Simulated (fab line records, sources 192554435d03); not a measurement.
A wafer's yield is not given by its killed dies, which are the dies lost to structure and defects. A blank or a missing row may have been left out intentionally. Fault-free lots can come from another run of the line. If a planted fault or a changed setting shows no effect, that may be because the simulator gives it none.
fab line records | flow n5Finfet
record: lots: 9 | wafers: 27 | lastDay: 18
route steps=1938 shown WELL_APT@47 PMOS_HMC_CHANNEL_EPI@89 FIN_SAQP@100 BEOL_M4@1111
lots that met no fault: from a run of the same line without faults
startH: the number of hours between the record's first day and the start of the first shown wafer of the lot | waitH: time in hours since the lot's previous step | " unchanged from the row above | L1.1+2: a single row standing in for several wafers | - no value, or no start given | * or withheld: withheld | < > ~ a bound
route shown NAME@n: a module of which the file shows steps, and the number in the route of the first | usual: average and standard deviation across the fault-free wafers | same: alike in all rows | chamber/n: place in a boat | sites: per-site readings | _std_site: standard deviation of those values | _edge_site: mean of outer sites minus mean of inner sites | radiusMm: for every site, how far away it sits from the centre of the wafer | mask NAME#n: copy n | behind: tool/chamber where the wafer was last shaped | hold: reason for holding the lot/hours on hold/outcome of the hold | device: the n, p or np transistor that did not switch | end of line: tests of these same wafers at the route's end | where a step has no rows: the recipe by itself | killed: count of dies lost to structure and defects at first sort (not the wafer's yield) | map: per-die view of a wafer (x killed, . not killed, _ where there is no die)
set.NAME: setting as actually run; set.NAME@STEP: the setting as run at that earlier step | model.NAME: the simulator's own value behind a step, which no gauge read
a sample of lots followed through the steps of the route, with each step as a table and each wafer as a row
services: the hour from which a tool's chamber was out of use, counted from the record's first day as startH (under 0 if before that day), plus the number of hours and why
== steps ==
step: N5_WELL_APT_IMPLANT_31
recipe: species: B | energyKev: 60 | doseCm2: 1.5e+13 | tiltDeg: 0 | rotationDeg: 0
usual: beamEnergyKeV: 60.004/0.018
lot.wafer | tool         | chamber | startH | waitH | beamEnergyKeV
L751.2    | implanter-01 | 0       | 15.66  | 0.1   | 59.991
L751.3    | "            | 0       | "      | "     | 59.980
L751.5    | "            | 0       | "      | "     | 59.996
L755.3    | implanter-02 | 0       | 39.11  | 0.1   | 51.219
L755.5    | "            | 0       | "      | "     | 51.211
L755.6    | "            | 0       | "      | "     | 51.221
L758.1    | implanter-02 | 0       | 57.80  | 0.1   | 51.215
L758.4    | "            | 0       | "      | "     | 51.221
L758.6    | "            | 0       | "      | "     | 51.242
L765.1    | implanter-01 | 0       | 100.48 | 0.1   | 60.004
L765.3    | "            | 0       | "      | "     | 59.994
L765.5    | "            | 0       | "      | "     | 59.993
L770.1    | implanter-01 | 0       | 129.50 | 0.1   | 60.012
L770.4    | "            | 0       | "      | "     | 60.001
L770.5    | "            | 0       | "      | "     | 60.006
L771.2    | implanter-02 | 0       | 136.28 | 0.1   | 60.052
L771.4    | "            | 0       | "      | "     | 60.032
L771.5    | "            | 0       | "      | "     | 60.031
L772.2    | implanter-02 | 0       | 142.22 | 0.1   | 60.010
L772.3    | "            | 0       | "      | "     | 60.015
L772.4    | "            | 0       | "      | "     | 60.025
L773.2    | implanter-01 | 0       | 146.95 | 0.1   | 59.993
L773.3    | "            | 0       | "      | "     | 59.998
L773.6    | "            | 0       | "      | "     | 60.007
L774.1    | implanter-01 | 0       | 153.31 | 0.1   | 60.016
L774.5    | "            | 0       | "      | "     | 59.989
L774.6    | "            | 0       | "      | "     | 60.027
step: N5_PMOS_HMC_CHANNEL_EPI_INSPECT_30
recipe: inspectInstrument: darkfield | mode: postEpi
usual: rawDefectCount: 19/6.5
lot.wafer | tool             | chamber | startH | waitH | rawDefectCount
L751.2    | defectInspect-01 | -       | 20.65  | 0.0   | 15
L751.3    | "                | -       | "      | "     | 24
L751.5    | "                | -       | "      | "     | 20
L755.3    | defectInspect-02 | -       | 44.19  | 0.0   | 16
L755.5    | "                | -       | "      | "     | 26
L755.6    | "                | -       | "      | "     | 19
L758.1    | defectInspect-01 | -       | 62.85  | 0.0   | 10
L758.4    | "                | -       | "      | "     | 10
L758.6    | "                | -       | "      | "     | 18
L765.1    | defectInspect-02 | -       | 105.74 | 0.0   | 10
L765.3    | "                | -       | "      | "     | 24
L765.5    | "                | -       | "      | "     | 29
L770.1    | defectInspect-02 | -       | 134.89 | 0.0   | 27
L770.4    | "                | -       | "      | "     | 17
L770.5    | "                | -       | "      | "     | 17
L771.2    | defectInspect-01 | -       | 142.18 | 0.0   | 7
L771.4    | "                | -       | "      | "     | 10
L771.5    | "                | -       | "      | "     | 16
L772.2    | defectInspect-02 | -       | 147.51 | 0.0   | 18
L772.3    | "                | -       | "      | "     | 15
L772.4    | "                | -       | "      | "     | 23
L773.2    | defectInspect-01 | -       | 152.84 | 0.0   | 19
L773.3    | "                | -       | "      | "     | 16
L773.6    | "                | -       | "      | "     | 5
L774.1    | defectInspect-02 | -       | 158.82 | 0.0   | 16
L774.5    | "                | -       | "      | "     | 29
L774.6    | "                | -       | "      | "     | 17
step: N5_FIN_SAQP_PECVD_06
recipe: material: a-Si | targetThkA: 600 | tempC: 400 | precursor: SiH4/He | pressureTorr: 3 | rfW: 100 | timeS: 48.1
usual: chamberPressureTorr: 3.000/0.0066 | heaterPowerW: 843/56 | showerheadPlenumPTorr: 5.68/0.049 | throttleValvePct: 18.8/1.5
lot.wafer | tool     | chamber | startH | waitH | chamberPressureTorr | heaterPowerW | showerheadPlenumPTorr | throttleValvePct
L751.2    | pecvd-04 | 0       | 21.47  | 0.0   | 3.004               | 765          | 5.68                  | 21.4
L751.3    | "        | 0       | "      | "     | 3.001               | 777          | 5.67                  | 21.7
L751.5    | "        | 1       | "      | "     | 2.996               | 853          | 5.67                  | 18.4
L755.3    | pecvd-02 | 1       | 44.96  | 0.0   | 2.998               | 830          | 5.73                  | 18.4
L755.5    | "        | 0       | "      | "     | 2.998               | 865          | 5.62                  | 19.6
L755.6    | "        | 1       | "      | "     | 3.010               | 858          | 5.73                  | 18.3
L758.1    | pecvd-03 | 1       | 63.73  | 0.0   | 3.001               | 768          | 5.75                  | 19.6
L758.4    | "        | 2       | "      | "     | 3.014               | 952          | 5.66                  | 17.3
L758.6    | "        | 0       | "      | "     | 2.985               | 809          | 5.71                  | 17.6
L765.1    | pecvd-03 | 0       | 106.48 | 0.0   | 3.000               | 841          | 5.70                  | 17.7
L765.3    | "        | 1       | "      | "     | 3.008               | 784          | 5.77                  | 19.4
L765.5    | "        | 0       | "      | "     | 2.999               | 809          | 5.71                  | 17.8
L770.1    | pecvd-04 | 2       | 135.86 | 0.0   | 2.998               | 909          | 5.60                  | 16.6
L770.4    | "        | 0       | "      | "     | 2.999               | 838          | 5.65                  | 21.8
L770.5    | "        | 2       | "      | "     | 2.997               | 960          | 5.59                  | 16.8
L771.2    | pecvd-02 | 2       | 142.92 | 0.0   | 2.998               | 781          | 5.73                  | 18.3
L771.4    | "        | 1       | "      | "     | 3.013               | 944          | 5.73                  | 18.3
L771.5    | "        | 0       | "      | "     | 2.994               | 916          | 5.61                  | 19.9
L772.2    | pecvd-04 | 0       | 148.36 | 0.0   | 3.001               | 875          | 5.65                  | 21.8
L772.3    | "        | 2       | "      | "     | 3.008               | 914          | 5.60                  | 16.9
L772.4    | "        | 1       | "      | "     | 3.003               | 824          | 5.67                  | 18.2
L773.2    | pecvd-03 | 0       | 154.76 | 0.0   | 2.990               | 894          | 5.71                  | 17.6
L773.3    | "        | 2       | "      | "     | 2.994               | 856          | 5.65                  | 17.3
L773.6    | "        | 1       | "      | "     | 2.995               | 789          | 5.74                  | 19.6
L774.1    | pecvd-02 | 2       | 159.58 | 0.0   | 2.992               | 833          | 5.73                  | 18.6
L774.5    | "        | 2       | "      | "     | 3.010               | 820          | 5.71                  | 18.5
L774.6    | "        | 1       | "      | "     | 3.004               | 895          | 5.74                  | 18.2
step: N5_FIN_SAQP_DESCUM_21
recipe: chemistry: O2 | timeS: 7.9 | sourcePowerW: 50 | biasPowerW: 20 | pressureMtorr: 20 | rfFrequencyHz: 2.712e+07 | tempC: 40 | resist: CAR-ArF | o2FlowSccm: 225
usual: drypumpMotorCurrentA: 5.6/0.47 | o2FlowSccm: 225.0/0.59 | oesProductAu: 0.76/0.09 | rfVppV: 242.3/1.2 | showerheadPlenumPTorr: 2.05/0.057 | throttleValvePct: 20.45/0.25
lot.wafer | tool       | chamber | startH | waitH | drypumpMotorCurrentA | o2FlowSccm | oesProductAu | rfHoursCounterH | rfVppV | showerheadPlenumPTorr | throttleValvePct
L751.2    | rieDiel-02 | 2       | 22.17  | 0.0   | 5.4                  | 225.6      | 0.70         | 218             | 242.4  | 1.99                  | 20.64
L751.3    | "          | 3       | "      | "     | 6.5                  | 226.0      | 0.71         | 172             | 241.5  | 1.98                  | 19.99
L751.5    | "          | 0       | "      | "     | 5.6                  | 226.2      | 0.77         | -               | 242.9  | 2.01                  | 20.42
L755.3    | rieDiel-06 | 1       | 45.63  | 0.0   | 4.9                  | 224.6      | 0.88         | 69              | 244.1  | 2.12                  | 20.13
L755.5    | "          | 0       | "      | "     | 5.5                  | 225.0      | 0.71         | -               | 241.6  | 1.99                  | 20.73
L755.6    | "          | 1       | "      | "     | 4.9                  | 224.7      | 0.87         | -               | 244.0  | 2.12                  | 20.13
L758.1    | rieDiel-06 | 0       | 64.40  | 0.0   | 5.6                  | 223.9      | 0.71         | 222             | 242.0  | 1.99                  | 20.72
L758.4    | "          | 3       | "      | "     | 5.3                  | 224.8      | 0.69         | 232             | 241.8  | 2.07                  | 20.32
L758.6    | "          | 2       | "      | "     | 5.5                  | 225.3      | 0.92         | -               | 244.7  | 2.14                  | 20.62
L765.1    | rieDiel-06 | 0       | 109.27 | 0.7   | 5.5                  | 224.6      | 0.70         | 238             | 240.2  | 1.98                  | 20.75
L765.3    | "          | 3       | "      | "     | 5.3                  | 224.7      | 0.68         | 246             | 242.1  | 2.07                  | 20.34
L765.5    | "          | 0       | "      | "     | 5.5                  | 224.8      | 0.70         | -               | 241.1  | 1.98                  | 20.75
L770.1    | rieDiel-06 | 3       | 136.53 | 0.0   | 5.3                  | 225.9      | 1.00         | 1               | 240.7  | 2.07                  | 20.04
L770.4    | "          | 3       | "      | "     | 5.3                  | 225.9      | 0.99         | -               | 242.4  | 2.07                  | 20.05
L770.5    | "          | 1       | "      | "     | 4.9                  | 225.6      | 0.83         | -               | 243.3  | 2.11                  | 20.18
L771.2    | rieDiel-01 | 0       | 143.67 | 0.1   | 6.0                  | 224.9      | 0.78         | 108             | 243.5  | 2.09                  | 20.25
L771.4    | "          | 3       | "      | "     | 6.1                  | 225.1      | 0.98         | -               | 241.9  | 2.08                  | 20.50
L771.5    | "          | 2       | "      | "     | 5.1                  | 226.7      | 0.69         | -               | 242.6  | 2.06                  | 20.42
L772.2    | rieDiel-01 | 3       | 149.17 | 0.2   | 6.1                  | 225.1      | 0.96         | 4               | 243.8  | 2.08                  | 20.50
L772.3    | "          | 0       | "      | "     | 6.0                  | 225.3      | 0.79         | 111             | 241.8  | 2.09                  | 20.25
L772.4    | "          | 2       | "      | "     | 5.1                  | 224.8      | 0.68         | -               | 240.9  | 2.06                  | 20.43
L773.2    | rieDiel-02 | 1       | 155.44 | 0.0   | 5.4                  | 224.5      | 0.68         | 228             | 241.3  | 1.97                  | 20.45
L773.3    | "          | 0       | "      | "     | 5.6                  | 225.1      | 0.73         | -               | 242.1  | 2.00                  | 20.50
L773.6    | "          | 0       | "      | "     | 5.6                  | 225.3      | 0.72         | -               | 243.1  | 2.00                  | 20.50
L774.1    | rieDiel-01 | 3       | 160.13 | 0.0   | 6.1                  | 225.3      | 0.94         | 10              | 243.0  | 2.07                  | 20.52
L774.5    | "          | 0       | "      | "     | 6.0                  | 224.8      | 0.77         | -               | 242.6  | 2.09                  | 20.27
L774.6    | "          | 2       | "      | "     | 5.1                  | 224.5      | 0.68         | -               | 242.9  | 2.06                  | 20.43
step: N5_BEOL_M4_RC_MEAS_101
usual: DIBL_N: 36.2/1.6 | DIBL_P: 36.1/2 | IOFF_N: 0.16/0.032 | IOFF_P: 0.22/0.036 | ION_N: 672/11 | ION_P: 463/7.5 | RS_PWELL: 3013/24 | SS_N: 71.4/0.58 | SS_P: 73.2/0.67 | VT_N: 250/3.3 | VT_P: -250/3.3
lot.wafer | tool      | chamber | startH | waitH | DIBL_N[mV/V] | DIBL_P[mV/V] | IOFF_N[nA/um] | IOFF_P[nA/um] | ION_N[uA/um] | ION_P[uA/um] | RS_PWELL[ohm/sq] | SS_N[mV/dec] | SS_P[mV/dec] | VT_N[mV] | VT_P[mV]
L751.2    | prober-02 | 0       | 172.98 | 0.2   | 36.6         | 37.3         | 0.13          | 0.17          | 652          | 446          | 2972             | 71.1         | 72.5         | 254      | -257
L751.3    | "         | 0       | "      | "     | 37.2         | 38.7         | 0.17          | 0.19          | 679          | 456          | 2957             | 72.3         | 74.0         | 247      | -251
L751.5    | "         | 0       | "      | "     | 34.5         | 35.6         | 0.12          | 0.15          | 660          | 444          | 2983             | 70.7         | 72.3         | 255      | -256
L755.3    | prober-01 | 0       | 197.74 | 0.3   | 38.2         | 35.2         | 0.17          | 0.21          | 679          | 465          | 3193             | 71.6         | 73.2         | 248      | -249
L755.5    | "         | 0       | "      | "     | 35.9         | 32.5         | 0.13          | 0.18          | 662          | 458          | 3201             | 71.3         | 71.8         | 248      | -251
L755.6    | "         | 0       | "      | "     | 36.2         | 33.4         | 0.13          | 0.19          | 671          | 460          | 3228             | 71.5         | 72.3         | 251      | -250
L758.1    | prober-02 | 0       | 213.45 | 0.0   | 34.2         | 33.8         | 0.13          | 0.17          | 659          | 452          | 3215             | 71.4         | 72.2         | 255      | -256
L758.4    | "         | 0       | "      | "     | 33.2         | 33.0         | 0.12          | 0.15          | 648          | 440          | 3197             | 70.8         | 72.7         | 257      | -258
L758.6    | "         | 0       | "      | "     | 35.8         | 37.2         | 0.16          | 0.22          | 670          | 458          | 3205             | 71.2         | 73.9         | 249      | -252
L765.1    | prober-01 | 0       | 278.71 | 0.0   | 34.1         | 34.8         | 0.13          | 0.16          | 669          | 455          | 3040             | 71.1         | 72.4         | 252      | -256
L765.3    | "         | 0       | "      | "     | 35.1         | 36.3         | 0.14          | 0.18          | 668          | 459          | 3025             | 70.8         | 72.5         | 252      | -256
L765.5    | "         | 0       | "      | "     | 34.9         | 35.6         | 0.13          | 0.17          | 656          | 444          | 3014             | 70.9         | 73.1         | 254      | -255
L772.2    | prober-02 | 0       | 294.98 | 0.2   | 33.0         | 30.8         | 0.11          | 0.15          | 649          | 449          | 3048             | 71.1         | 72.6         | 257      | -254
L772.3    | "         | 0       | "      | "     | 38.4         | 38.8         | 0.20          | 0.27          | 676          | 463          | 3064             | 71.9         | 74.0         | 248      | -244
L772.4    | "         | 0       | "      | "     | 35.4         | 34.2         | 0.13          | 0.19          | 670          | 463          | 3022             | 71.2         | 72.6         | 251      | -249
L771.2    | prober-02 | 0       | 305.23 | 0.2   | 40.5         | 38.1         | 0.21          | 0.27          | 666          | 462          | 3027             | 71.8         | 73.7         | 246      | -247
L771.4    | "         | 0       | "      | "     | 37.6         | 34.2         | 0.15          | 0.20          | 660          | 462          | 2997             | 71.4         | 72.6         | 250      | -250
L771.5    | "         | 0       | "      | "     | 38.3         | 34.9         | 0.16          | 0.20          | 653          | 457          | 3009             | 71.7         | 72.8         | 251      | -250
L770.1    | prober-02 | 0       | 317.33 | 0.0   | 35.7         | 34.4         | 0.15          | 0.18          | 675          | 458          | 3006             | 71.3         | 73.4         | 250      | -255
L770.4    | "         | 0       | "      | "     | 35.1         | 34.1         | 0.15          | 0.17          | 665          | 449          | 2988             | 71.9         | 73.3         | 252      | -251
L770.5    | "         | 0       | "      | "     | 36.1         | 35.5         | 0.16          | 0.19          | 679          | 455          | 3006             | 71.9         | 73.0         | 249      | -251
L773.2    | prober-02 | 0       | 323.01 | 0.2   | 33.9         | 34.4         | 0.12          | 0.17          | 661          | 464          | 3039             | 70.6         | 71.7         | 254      | -253
L773.3    | "         | 0       | "      | "     | 35.4         | 37.0         | 0.14          | 0.20          | 679          | 466          | 3012             | 70.3         | 72.9         | 253      | -249
L773.6    | "         | 0       | "      | "     | 34.7         | 36.1         | 0.13          | 0.19          | 669          | 466          | 3019             | 70.5         | 72.2         | 254      | -252
L774.1    | prober-02 | 0       | 339.85 | 0.0   | 38.7         | 39.5         | 0.20          | 0.25          | 694          | 469          | 2983             | 72.4         | 73.6         | 244      | -246
L774.5    | "         | 0       | "      | "     | 36.5         | 37.2         | 0.16          | 0.22          | 679          | 470          | 2982             | 72.2         | 73.4         | 250      | -247
L774.6    | "         | 0       | "      | "     | 34.7         | 35.7         | 0.13          | 0.20          | 661          | 465          | 2982             | 71.4         | 72.2         | 252      | -252
== services ==
tool         | chamber | startH | hours | kind
pecvd-04     | 1       | -4.56  | 2.1   | scheduledDown
pecvd-04     | -       | 0.18   | 2.8   | pm
pecvd-03     | 0       | 12.61  | 2.1   | scheduledDown
pecvd-04     | 2       | 21.12  | -     | clean
pecvd-04     | 2       | 21.12  | -     | consumableReplace:showerhead
implanter-02 | -       | 23.71  | 3.1   | pm
rieDiel-02   | -       | 96.68  | 28.1  | pm
pecvd-03     | -       | 99.55  | 2.8   | pm
rieDiel-01   | -       | 105.62 | 2.8   | pm
rieDiel-06   | 3       | 116.09 | -     | clean
rieDiel-06   | 3       | 116.09 | -     | consumableReplace:focusRing
rieDiel-06   | 3       | 116.09 | 18.1  | scheduledDown
rieDiel-06   | 3       | 116.09 | 18.1  | ventCycle
pecvd-04     | -       | 116.67 | 4.2   | repair
rieDiel-02   | 3       | 126.12 | 3.5   | repair
implanter-01 | -       | 131.29 | 2.1   | repair
rieDiel-06   | 0       | 141.86 | -     | clean
rieDiel-06   | 0       | 141.86 | -     | consumableReplace:focusRing
rieDiel-06   | 0       | 141.86 | -     | consumableReplace:showerhead
rieDiel-06   | 0       | 141.86 | 17.7  | scheduledDown
rieDiel-06   | 0       | 141.86 | 17.7  | ventCycle
implanter-01 | -       | 142.18 | 2.9   | repair
rieDiel-02   | 3       | 143.67 | 19.0  | repair
implanter-01 | -       | 147.28 | 3.0   | pm
== key ==
firstSign: step: N5_WELL_APT_IMPLANT_31 | reading: beamEnergyKeV | direction: down | sigmas: 99+ | usual: 60.004 | struck: 51.221
effect: step: N5_BEOL_M4_RC_MEAS_101 | reading: RS_PWELL | direction: up | sigmas: 7.9 | usual: 3013 | struck: 3206
metAt N5_WELL_APT_IMPLANT_31
struckLots L755,L758
notActingAt N5_PMOS_HMC_CHANNEL_EPI_INSPECT_30,N5_FIN_SAQP_PECVD_06,N5_FIN_SAQP_DESCUM_21
fault: kind: processParameterDrift | tool: implanter-02 | chamber: - | onsetH: 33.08 | steps: N5_WELL_APT_IMPLANT_31 | channel: energyKev | offset: -8.7827 | shape: step | endH: 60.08 | actsIn: theseRecipesOnly | stated: 60
